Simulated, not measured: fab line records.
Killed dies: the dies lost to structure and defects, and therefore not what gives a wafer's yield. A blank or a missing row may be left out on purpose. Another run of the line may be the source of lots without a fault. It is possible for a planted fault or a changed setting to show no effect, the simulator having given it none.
fab line records ; flow n5-finfet
record lots=11; wafers=33; last-day=19
route steps=1938 shown ZERO_LAYER@4 WELL_APT@32 PMOS_HMC_CHANNEL_EPI@57
lots that met no fault: from a run of the same line without faults
start-h: hours from the record's first day to the start of the lot's first wafer shown ; wait-h: hours elapsed since this lot's preceding step ; " identical to the entry in the row above ; L1.1+2: several wafers, shown together as one row ; - no value present, or no start provided ; * or withheld: withheld ; < > ~ a bound
route shown NAME@n: NAME is a module with steps in the file, n the number in the route of the first one ; usual: mean/standard deviation taken from wafers without a fault ; same: alike in all rows ; chamber/n: place in a boat ; sites: the reading at each site ; _std_site: the values' standard deviation ; _edge_site: outer sites' mean less inner sites' ; radius-mm: for every site, how far away it sits from the centre of the wafer ; mask NAME#n: copy n ; behind: the last tool/chamber to shape the wafer ; hold: cause of the lot's hold/its duration in hours/its outcome ; device: which transistor (n, p or np) failed to switch ; end of line: the route-end tests of the same wafers ; a step without rows: its recipe alone ; killed: at the first sort, the dies lost to defects and structure; wafer yield is something else ; map: a wafer's dies, marking killed ones x, the rest . and places with no die _
set.NAME: the setting as run; set.NAME@STEP: as run at that earlier step ; model.NAME: the simulator's own value behind a step, which no gauge read
route steps across a sampled set of lots; one table per step, one row per wafer
services: from which hour (start-h, from the record's first day; less than 0 if before it) a tool's chamber was out of use, for how many hours, and why
## steps
# step N5_ZERO_LAYER_PECVD_02
# recipe material=SiO2; target-thk-a=100; temp-c=400; precursor=SiH4/N2O; pressure-torr=0.75; rf-w=275; time-s=6
# usual heater-power-w=787/91; rf-fwd-power-W=272.1/1.6; showerhead-plenum-p-Torr=8.23/0.086
lot.wafer;tool;chamber;start-h;wait-h;heater-power-w;rf-fwd-power-W;showerhead-plenum-p-Torr
L180.2;pecvd-03;1;12.29;0.0;873;270.8;8.17
L180.3;pecvd-03;2;12.29;0.0;829;272.2;8.11
L180.5;pecvd-03;1;12.29;0.0;899;270.7;8.16
L181.1;pecvd-04;0;18.28;0.0;738;271.9;8.18
L181.5;pecvd-04;1;18.28;0.0;894;274.2;8.40
L181.6;pecvd-04;2;18.28;0.0;780;268.6;8.26
L188.2;pecvd-02;2;60.28;0.0;768;272.3;8.24
L188.4;pecvd-02;1;60.28;0.0;681;273.4;8.20
L188.5;pecvd-02;2;60.28;0.0;762;271.5;8.24
L189.2;pecvd-03;2;66.28;0.0;835;272.9;8.12
L189.5;pecvd-03;0;66.28;0.0;944;271.4;8.15
L189.6;pecvd-03;2;66.28;0.0;802;273.5;8.16
L192.2;pecvd-02;0;84.28;0.0;684;272.2;8.21
L192.4;pecvd-02;0;84.28;0.0;679;271.6;8.21
L192.6;pecvd-02;2;84.28;0.0;734;270.2;8.22
L193.2;pecvd-04;0;90.28;0.0;770;272.4;8.17
L193.5;pecvd-04;1;90.28;0.0;873;273.9;8.41
L193.6;pecvd-04;2;90.28;0.0;777;268.2;8.29
L194.1;pecvd-02;0;96.28;0.0;679;271.6;8.22
L194.2;pecvd-02;1;96.28;0.0;715;273.7;8.21
L194.4;pecvd-02;0;96.28;0.0;685;272.5;8.21
L195.1;pecvd-04;0;102.28;0.0;794;272.0;8.20
L195.2;pecvd-04;2;102.28;0.0;687;270.8;8.29
L195.6;pecvd-04;0;102.28;0.0;792;273.1;8.16
L196.2;pecvd-03;0;108.28;0.0;888;270.2;8.13
L196.4;pecvd-03;2;108.28;0.0;750;272.6;8.15
L196.6;pecvd-03;2;108.28;0.0;766;273.1;8.13
L200.2;pecvd-04;0;132.28;0.0;753;273.1;8.17
L200.3;pecvd-04;1;132.28;0.0;826;273.0;8.42
L200.5;pecvd-04;2;132.28;0.0;707;271.7;8.26
L203.1;pecvd-04;0;150.28;0.0;738;270.1;8.18
L203.4;pecvd-04;2;150.28;0.0;761;270.2;8.27
L203.6;pecvd-04;1;150.28;0.0;783;273.4;8.41
# step N5_ZERO_LAYER_DESCUM_16
# recipe chemistry=O2; time-s=7.9; source-power-w=50; bias-power-w=20; pressure-mtorr=20; rf-frequency-hz=2.712e+07; temp-c=40; o2-flow-sccm=225
# usual chamber-pressure-mTorr=20.001/0.019; drypump-motor-current-A=5.3/0.44; oes-product-au=0.77/0.051; rf-fwd-power-W=49.44/0.24; rf-vpp-V=244.1/1.1; showerhead-plenum-p-Torr=2.16/0.06; throttle-valve-pct=20.38/0.22
lot.wafer;tool;chamber;start-h;wait-h;chamber-pressure-mTorr;drypump-motor-current-A;oes-product-au;rf-fwd-power-W;rf-hours-counter-h;rf-vpp-V;showerhead-plenum-p-Torr;throttle-valve-pct
L180.2;rie-diel-01;1;13.00;0.2;19.992;5.8;0.74;49.31;179;244.9;2.17;20.62
L180.3;rie-diel-01;0;13.00;0.2;20.012;5.5;0.79;49.57;98;243.8;2.20;20.16
L180.5;rie-diel-01;2;13.00;0.2;19.992;5.0;0.80;49.61;-;243.4;2.12;20.56
L181.1;rie-diel-01;3;18.84;0.1;19.999;4.6;0.79;49.21;119;244.9;2.19;20.15
L181.5;rie-diel-01;1;18.84;0.1;20.008;5.8;0.74;49.26;-;246.5;2.17;20.63
L181.6;rie-diel-01;0;18.84;0.1;19.988;5.5;0.80;49.63;-;245.6;2.20;20.17
L188.2;rie-diel-01;0;60.68;0.0;19.975;5.5;0.78;49.32;114;243.3;2.20;20.21
L188.4;rie-diel-01;2;60.68;0.0;20.021;5.0;0.79;49.36;115;245.0;2.12;20.58
L188.5;rie-diel-01;3;60.68;0.0;19.986;4.6;0.78;49.30;-;243.7;2.18;20.19
L189.2;rie-diel-01;3;67.03;0.3;20.015;4.6;0.77;49.20;133;244.6;2.18;20.20
L189.5;rie-diel-01;3;67.03;0.3;19.982;4.6;0.77;49.14;-;245.4;2.18;20.20
L189.6;rie-diel-01;0;67.03;0.3;19.988;5.5;0.78;49.51;-;244.6;2.20;20.21
L192.2;rie-diel-01;2;84.80;0.0;19.980;4.9;0.79;49.81;122;244.2;2.11;20.59
L192.4;rie-diel-01;3;84.80;0.0;19.998;4.7;0.76;49.51;139;244.4;2.18;20.19
L192.6;rie-diel-01;2;84.80;0.0;19.982;4.9;0.79;49.80;-;243.3;2.11;20.59
L193.2;rie-diel-02;2;90.80;0.0;20.000;4.8;0.87;49.43;47;245.5;2.22;20.79
L193.5;rie-diel-02;3;90.80;0.0;20.004;5.5;0.84;49.57;-;245.0;2.21;20.11
L193.6;rie-diel-02;2;90.80;0.0;19.984;4.8;0.87;49.49;-;245.9;2.22;20.81
L194.1;rie-diel-01;2;96.68;0.0;19.984;5.0;0.79;49.62;126;243.0;2.11;20.61
L194.2;rie-diel-01;3;96.68;0.0;19.989;4.6;0.77;49.26;143;244.3;2.18;20.21
L194.4;rie-diel-01;1;96.68;0.0;19.998;5.7;0.72;49.29;204;244.4;2.16;20.67
L195.1;rie-diel-04;0;102.81;0.0;20.036;6.1;0.70;49.19;223;243.6;2.16;20.74
L195.2;rie-diel-04;1;102.81;0.0;19.989;6.1;0.69;49.30;209;241.5;1.99;20.44
L195.6;rie-diel-04;2;102.81;0.0;20.027;5.5;0.74;49.49;-;243.4;2.08;20.45
L196.2;rie-diel-02;2;109.33;0.5;20.021;4.8;0.86;49.94;54;244.8;2.21;20.81
L196.4;rie-diel-02;0;109.33;0.5;19.994;5.1;0.70;49.37;175;245.1;2.17;20.52
L196.6;rie-diel-02;1;109.33;0.5;19.998;5.0;0.78;49.65;-;244.2;2.20;20.17
L200.2;rie-diel-01;1;132.80;0.0;20.025;5.8;0.70;49.38;218;244.4;2.16;20.69
L200.3;rie-diel-01;3;132.80;0.0;19.996;4.7;0.74;49.44;157;244.3;2.17;20.22
L200.5;rie-diel-01;3;132.80;0.0;20.009;4.6;0.75;49.55;-;243.4;2.17;20.22
L203.1;rie-diel-02;2;151.12;0.3;20.008;4.8;0.84;49.55;63;243.3;2.21;20.81
L203.4;rie-diel-02;0;151.12;0.3;19.996;5.1;0.70;49.50;187;244.1;2.17;20.52
L203.6;rie-diel-02;3;151.12;0.3;20.013;5.5;0.82;49.67;-;244.1;2.20;20.13
# step N5_WELL_APT_IMPLANT_14
# recipe species=P; energy-kev=160; dose-cm2=1.5e+13; tilt-deg=0; rotation-deg=0
# usual dose-ions-cm2=1.5004e+13/1.8e+10; faraday-current-uA=190/4
lot.wafer;tool;chamber;start-h;wait-h;dose-ions-cm2;faraday-current-uA
L180.2;implanter-02;0;14.36;0.1;1.5e+13;185
L180.3;implanter-02;0;14.36;0.1;1.5005e+13;199
L180.5;implanter-02;0;14.36;0.1;1.5022e+13;186
L181.1;implanter-01;0;19.91;0.1;1.4982e+13;192
L181.5;implanter-01;0;19.91;0.1;1.4989e+13;186
L181.6;implanter-01;0;19.91;0.1;1.4981e+13;189
L188.2;implanter-02;0;62.39;0.1;1.5012e+13;190
L188.4;implanter-02;0;62.39;0.1;1.5004e+13;192
L188.5;implanter-02;0;62.39;0.1;1.5006e+13;193
L189.2;implanter-02;0;68.23;0.1;1.4984e+13;195
L189.5;implanter-02;0;68.23;0.1;1.4988e+13;185
L189.6;implanter-02;0;68.23;0.1;1.5002e+13;185
L192.2;implanter-02;0;86.58;0.1;1.5003e+13;196
L192.4;implanter-02;0;86.58;0.1;1.5028e+13;187
L192.6;implanter-02;0;86.58;0.1;1.5e+13;185
L193.2;implanter-01;0;92.05;0.1;1.5002e+13;188
L193.5;implanter-01;0;92.05;0.1;1.5013e+13;189
L193.6;implanter-01;0;92.05;0.1;1.5007e+13;190
L194.1;implanter-02;0;97.87;0.1;2.8087e+13;359
L194.2;implanter-02;0;97.87;0.1;2.8107e+13;350
L194.4;implanter-02;0;97.87;0.1;2.8117e+13;350
L195.1;implanter-01;0;104.27;0.1;1.4999e+13;190
L195.2;implanter-01;0;104.27;0.1;1.5015e+13;191
L195.6;implanter-01;0;104.27;0.1;1.4981e+13;184
L196.2;implanter-02;0;110.57;0.1;2.808e+13;351
L196.4;implanter-02;0;110.57;0.1;2.8081e+13;359
L196.6;implanter-02;0;110.57;0.1;2.8095e+13;358
L200.2;implanter-01;0;133.90;0.1;1.5036e+13;189
L200.3;implanter-01;0;133.90;0.1;1.503e+13;189
L200.5;implanter-01;0;133.90;0.1;1.499e+13;190
L203.1;implanter-01;0;152.31;0.1;1.5015e+13;194
L203.4;implanter-01;0;152.31;0.1;1.4987e+13;189
L203.6;implanter-01;0;152.31;0.1;1.5023e+13;188
# step N5_PMOS_HMC_CHANNEL_EPI_HM_DEP_34
# recipe material=SiO2; target-thk-a=360; temp-c=400; precursor=TEOS/O2; pressure-torr=6.5; rf-w=900; teos-flow-sccm=161.4; gas=O2; flow-sccm=2650; time-s=6.9
# usual heater-power-w=525/67; rf-fwd-power-W=885/6.8; showerhead-plenum-p-Torr=8.36/0.034; throttle-valve-pct=18.6/1.1
lot.wafer;tool;chamber;start-h;wait-h;heater-power-w;rf-fwd-power-W;showerhead-plenum-p-Torr;throttle-valve-pct
L180.2;pecvd-04;1;17.04;0.0;548;890;8.38;17.4
L180.3;pecvd-04;2;17.04;0.0;552;882;8.36;19.3
L180.5;pecvd-04;2;17.04;0.0;576;880;8.37;19.5
L181.1;pecvd-04;0;23.07;0.0;573;890;8.36;19.1
L181.5;pecvd-04;2;23.07;0.0;480;879;8.36;19.4
L181.6;pecvd-04;1;23.07;0.0;641;890;8.40;17.4
L188.2;pecvd-04;1;65.26;0.0;569;894;8.40;17.2
L188.4;pecvd-04;2;65.26;0.0;518;876;8.37;19.3
L188.5;pecvd-04;0;65.26;0.0;526;887;8.36;19.5
L189.2;pecvd-01;1;71.08;0.0;498;877;8.36;19.0
L189.5;pecvd-01;2;71.08;0.0;593;890;8.34;17.0
L189.6;pecvd-01;1;71.08;0.0;497;877;8.36;19.0
L192.2;pecvd-04;0;89.59;0.0;557;891;8.35;19.5
L192.4;pecvd-04;2;89.59;0.0;487;876;8.37;19.2
L192.6;pecvd-04;1;89.59;0.0;555;888;8.40;17.6
L193.2;pecvd-04;1;94.84;0.0;496;889;8.40;17.6
L193.5;pecvd-04;2;94.84;0.0;557;874;8.38;18.9
L193.6;pecvd-04;1;94.84;0.0;522;891;8.43;17.4
L194.1;pecvd-04;2;100.57;0.0;476;877;8.39;19.5
L194.2;pecvd-04;1;100.57;0.0;518;895;8.39;17.5
L194.4;pecvd-04;1;100.57;0.0;523;889;8.40;17.8
L195.1;pecvd-01;2;107.29;0.0;648;889;8.37;16.7
L195.2;pecvd-01;0;107.29;0.0;477;888;8.29;17.7
L195.6;pecvd-01;2;107.29;0.0;651;889;8.36;17.0
L196.2;pecvd-01;2;113.47;0.0;611;892;8.36;16.9
L196.4;pecvd-01;2;113.47;0.0;642;892;8.36;16.8
L196.6;pecvd-01;1;113.47;0.0;588;871;8.39;19.3
L200.2;pecvd-01;2;136.78;0.0;589;891;8.38;16.9
L200.3;pecvd-01;1;136.78;0.0;478;876;8.36;18.9
L200.5;pecvd-01;1;136.78;0.0;477;875;8.33;19.0
L203.1;pecvd-04;2;155.01;0.0;434;881;8.37;19.0
L203.4;pecvd-04;1;155.01;0.0;599;894;8.43;17.3
L203.6;pecvd-04;2;155.01;0.0;439;882;8.38;19.2
## services
tool;chamber;start-h;hours;kind
pecvd-01;0;-10.67;5.5;scheduled-down
pecvd-02;-;-9.53;2.9;repair
pecvd-03;1;-4.87;4.5;repair
rie-diel-01;1;2.73;6.3;repair
rie-diel-04;1;8.23;5.3;repair
rie-diel-02;-;9.99;15.6;pm
rie-diel-04;0;15.45;16.7;repair
pecvd-01;2;21.12;-;clean
pecvd-01;2;21.12;-;consumable-replace:showerhead
pecvd-01;2;21.12;29.0;scheduled-down
pecvd-01;2;21.12;29.0;vent-cycle
implanter-01;-;21.76;1.0;repair
pecvd-01;-;26.47;5.5;pm
rie-diel-04;3;40.64;4.0;repair
pecvd-02;-;64.78;2.3;repair
rie-diel-04;3;87.56;2.5;repair
pecvd-01;1;94.06;2.6;repair
pecvd-01;2;98.79;1.8;repair
implanter-01;-;99.99;2.7;repair
rie-diel-02;0;100.91;6.0;repair
pecvd-04;2;113.73;4.0;repair
implanter-02;-;114.20;0.5;repair
rie-diel-02;2;137.47;6.3;repair
pecvd-01;-;142.23;2.8;pm
## key
first-sign step=N5_WELL_APT_IMPLANT_14; reading=dose-ions-cm2; direction=up; sigmas=99+; usual=1.5004e+13; struck=2.8094e+13
effect step=N5_WELL_APT_IMPLANT_14; reading=faraday-current-uA; direction=up; sigmas=41; usual=190; struck=354
met-at N5_WELL_APT_IMPLANT_14
struck-lots L194,L196
tester-left-out L194,L196
not-acting-at N5_ZERO_LAYER_PECVD_02,N5_ZERO_LAYER_DESCUM_16,N5_PMOS_HMC_CHANNEL_EPI_HM_DEP_34
onset-between 86.58 97.87
fault kind=process-parameter-drift; tool=implanter-02; chamber=-; onset-h=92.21; steps=N5_WELL_APT_IMPLANT_14; channel=dose-cm2; offset=1.3093e+13; shape=step; end-h=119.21; acts-in=these-recipes-only; stated=1.5e+13
# tester-left-out: of these lots the tester's yield and bins aren't shown, on N5 and GAA mostly nor the transistor test; their killed dies are dies lost to structure and defects alone, not to doping, threshold or leakage, so they don't give the yield
